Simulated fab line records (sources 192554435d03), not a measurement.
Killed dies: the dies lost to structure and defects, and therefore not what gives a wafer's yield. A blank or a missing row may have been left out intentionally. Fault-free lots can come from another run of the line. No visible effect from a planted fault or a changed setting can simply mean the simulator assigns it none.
Which of the tools did it? :: flow n5Finfet :: 29 wafers from 11 lots sampled at 5 of the route's 1938 steps

## WHAT EACH GAUGE READ, for each wafer
N5_BEOL_M4_RC_MEAS_101.
lot: L532
measured: day 9 01:55
on: prober-02
CJ_P: 5.32 5.83 5.64

lot: L533
measured: day 9 12:20
on: prober-01
CJ_P: 5.98 5.60

lot: L534
measured: day 9 18:32
on: prober-01
CJ_P: 5.67 5.83 5.80

lot: L536
measured: day 9 17:47
on: prober-02
CJ_P: 5.94 5.81 5.57

lot: L540
measured: day 11 10:50
on: prober-02
CJ_P: 5.87 5.75

lot: L542
measured: day 11 13:23
on: prober-01
CJ_P: 5.73 5.50

lot: L543
measured: day 11 15:56
on: prober-01
CJ_P: 5.59 5.84

lot: L544
measured: day 11 21:04
on: prober-02
CJ_P: 5.75 5.76 5.91

lot: L546
measured: day 12 16:44
on: prober-02
CJ_P: 5.77 5.48 5.66

lot: L547
measured: day 13 11:19
on: prober-02
CJ_P: 6.68 6.52

lot: L549
measured: day 13 15:26
on: prober-01
CJ_P: 6.53

## TOOL THAT RAN EACH LOT (tool first, then ch and the chambers of the sampled wafers, then the start)
lot: L532
N5_ZERO_LAYER_DESCUM_16: rieDiel-04 ch 0,1,3, day 2 18:41
N5_ZERO_LAYER_STRIP_24: plasmaAsher-02 ch 0,1, day 2 18:53
N5_WELL_APT_IMPLANT_15: implanter-01 ch 0, day 2 20:21
N5_WELL_APT_EPI_41: epiRpcvd-01 ch 0, day 2 22:46

lot: L533
N5_ZERO_LAYER_DESCUM_16: rieDiel-06 ch 0,1, day 3 00:52
N5_ZERO_LAYER_STRIP_24: plasmaAsher-02 ch 0,1, day 3 01:05
N5_WELL_APT_IMPLANT_15: implanter-02 ch 0, day 3 02:14
N5_WELL_APT_EPI_41: epiRpcvd-03 ch 0, day 3 04:39

lot: L534
N5_ZERO_LAYER_DESCUM_16: rieDiel-04 ch 1,2, day 3 06:59
N5_ZERO_LAYER_STRIP_24: plasmaAsher-01 ch 0,1, day 3 07:12
N5_WELL_APT_IMPLANT_15: implanter-01 ch 0, day 3 08:22
N5_WELL_APT_EPI_41: epiRpcvd-01 ch 0, day 3 10:42

lot: L536
N5_ZERO_LAYER_DESCUM_16: rieDiel-06 ch 0,2, day 3 18:48
N5_ZERO_LAYER_STRIP_24: plasmaAsher-02 ch 0,1, day 3 19:01
N5_WELL_APT_IMPLANT_15: implanter-01 ch 0, day 3 20:26
N5_WELL_APT_EPI_41: epiRpcvd-03 ch 0, day 3 22:33

lot: L540
N5_ZERO_LAYER_DESCUM_16: rieDiel-03 ch 0,2, day 4 18:41
N5_ZERO_LAYER_STRIP_24: plasmaAsher-02 ch 0,1, day 4 18:53
N5_WELL_APT_IMPLANT_15: implanter-01 ch 0, day 4 19:55
N5_WELL_APT_EPI_41: epiRpcvd-03 ch 0, day 4 22:10

lot: L542
N5_ZERO_LAYER_DESCUM_16: rieDiel-04 ch 0,2, day 5 06:41
N5_ZERO_LAYER_STRIP_24: plasmaAsher-01 ch 1, day 5 06:55
N5_WELL_APT_IMPLANT_15: implanter-01 ch 0, day 5 08:09
N5_WELL_APT_EPI_41: epiRpcvd-03 ch 0, day 5 10:08

lot: L543
N5_ZERO_LAYER_DESCUM_16: rieDiel-04 ch 1,2, day 5 12:42
N5_ZERO_LAYER_STRIP_24: plasmaAsher-01 ch 0,1, day 5 12:55
N5_WELL_APT_IMPLANT_15: implanter-01 ch 0, day 5 14:14
N5_WELL_APT_EPI_41: epiRpcvd-02 ch 0, day 5 16:41

lot: L544
N5_ZERO_LAYER_DESCUM_16: rieDiel-06 ch 1,3, day 5 18:48
N5_ZERO_LAYER_STRIP_24: plasmaAsher-01 ch 0,1, day 5 19:01
N5_WELL_APT_IMPLANT_15: implanter-02 ch 0, day 5 20:10
N5_WELL_APT_EPI_41: epiRpcvd-01 ch 0, day 5 22:13

lot: L546
N5_ZERO_LAYER_DESCUM_16: rieDiel-03 ch 0,1,3, day 6 06:41
N5_ZERO_LAYER_STRIP_24: plasmaAsher-01 ch 0,1, day 6 06:55
N5_WELL_APT_IMPLANT_15: implanter-02 ch 0, day 6 08:20
N5_WELL_APT_EPI_41: epiRpcvd-03 ch 0, day 6 10:26

lot: L547
N5_ZERO_LAYER_DESCUM_16: rieDiel-06 ch 0,1,3, day 6 13:03
N5_ZERO_LAYER_STRIP_24: plasmaAsher-02 ch 0, day 6 13:16
N5_WELL_APT_IMPLANT_15: implanter-02 ch 0, day 6 14:20
N5_WELL_APT_EPI_41: epiRpcvd-03 ch 0, day 6 16:30

lot: L549
N5_ZERO_LAYER_DESCUM_16: rieDiel-03 ch 1,2, day 7 00:49
N5_ZERO_LAYER_STRIP_24: plasmaAsher-01 ch 0,1, day 7 01:01
N5_WELL_APT_IMPLANT_15: implanter-02 ch 0, day 7 02:10
N5_WELL_APT_EPI_41: epiRpcvd-02 ch 0, day 7 04:10
- N5_ZERO_LAYER_DESCUM_16: chemistry O2, time 7.9 s.
- N5_ZERO_LAYER_STRIP_24: strips in O2.
- N5_WELL_APT_IMPLANT_15
- N5_WELL_APT_EPI_41: deposits Si from SiH4/H2, target thk 50 nm, time 297.7 s.

## THE ANSWER, worked out from the rows above alone
Rule: the usual values come from the lots themselves. Put in order of their means at a reading, lots are off if they are a third of the lots or fewer, leave a main group of 4 or more, and stand apart from it by a gap of 3 or more times the standard deviation of the main group's means; of several such gaps the widest counts. If all means in a main group match to the digits the tables above print for the reading, that group is not used. Also off: a lot with no number at a reading for which 4 or more lots have one. All remaining lots with rows at the step are treated as sound.
Off: at N5_BEOL_M4_RC_MEAS_101 (CJ_P), L547, L549. For the main group the mean is 5.72 and the standard deviation 0.081.
A tool fits if, at a process step before that reading, it ran every lot that is off, and no sound lot after the first of them. Gauges at N5_BEOL_M4_RC_MEAS_101: tried the same way as those tools. One candidate fits, namely implanter-02 at N5_WELL_APT_IMPLANT_15. Its last sound lot is L546 (day 6 08:20), its first lot that is off L547 (day 6 14:20): a fault that began between those two fits.

## WHAT THE SIMULATOR HAD PUT IN
Process parameters drifting: implanter-02 at N5_WELL_APT_IMPLANT_15, beginning at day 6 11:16. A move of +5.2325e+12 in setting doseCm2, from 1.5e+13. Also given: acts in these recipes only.
Shown lots that were struck: L547, L549. The rule above reached the same finding.
